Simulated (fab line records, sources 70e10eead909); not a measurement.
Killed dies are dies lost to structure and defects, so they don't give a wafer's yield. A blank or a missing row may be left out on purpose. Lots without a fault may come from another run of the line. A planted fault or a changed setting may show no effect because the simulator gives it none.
Chamber matching | flow nand_harc | NHARC_A_STAIRCASE_DESCUM_219 on rie_diel-07: 4 sister chambers
The step chemistry O2, time 3 s. 8 wafers are shown with their chamber, then 9 later ones without.

WAFERS WITH THEIR CHAMBER
wafer  | chamber | showerhead_plenum_p_Torr (Torr) | drypump_motor_current_A (A)
L076.1 | 0       | 1.82                            | 5.8
L079.4 | 1       | 1.92                            | 5.8
L081.2 | 2       | 1.79                            | 5.9
L081.5 | 2       | 1.79                            | 5.9
L081.6 | 1       | 1.92                            | 5.8
L087.1 | 3       | 1.93                            | 6.3
L087.5 | 3       | 1.93                            | 6.2
L087.6 | 0       | 1.81                            | 5.8

WAFERS WITHOUT THEIR CHAMBER
wafer  | showerhead_plenum_p_Torr (Torr) | drypump_motor_current_A (A)
L088.1 | 1.91                            | 5.8
L088.5 | 1.79                            | 5.9
L088.6 | 1.93                            | 6.2
L090.1 | 1.81                            | 5.8
L090.4 | 1.78                            | 5.9
L090.5 | 1.81                            | 5.8
L093.1 | 1.93                            | 6.2
L093.2 | 1.90                            | 5.8
L093.4 | 1.78                            | 5.9

WHICH CHAMBER EACH WENT THROUGH
wafer  | from the rows above | in truth
L088.1 | 1                   | 1
L088.5 | 2                   | 2
L088.6 | 3                   | 3
L090.1 | 0                   | 0
L090.4 | 2                   | 2
L090.5 | 0                   | 0
L093.1 | 3                   | 3
L093.2 | 1                   | 1
L093.4 | 2                   | 2
Placed correctly: 9 of 9. Can't be placed from these rows: 0. Placed wrongly: 0.
How it was worked out, from the rows above alone: a wafer's distance from a chamber is the root of the sum, over the readings, of the square of ((its reading less the chamber's mean) divided by the reading's scatter). The wafer belongs to the nearest chamber; if the next one is less than 2 further off, it can't be placed. A chamber's mean is the mean of its shown wafers. The scatter: the root of (the sum of the squares of (reading less its chamber's mean) over the shown wafers, divided by (wafers less chambers)).
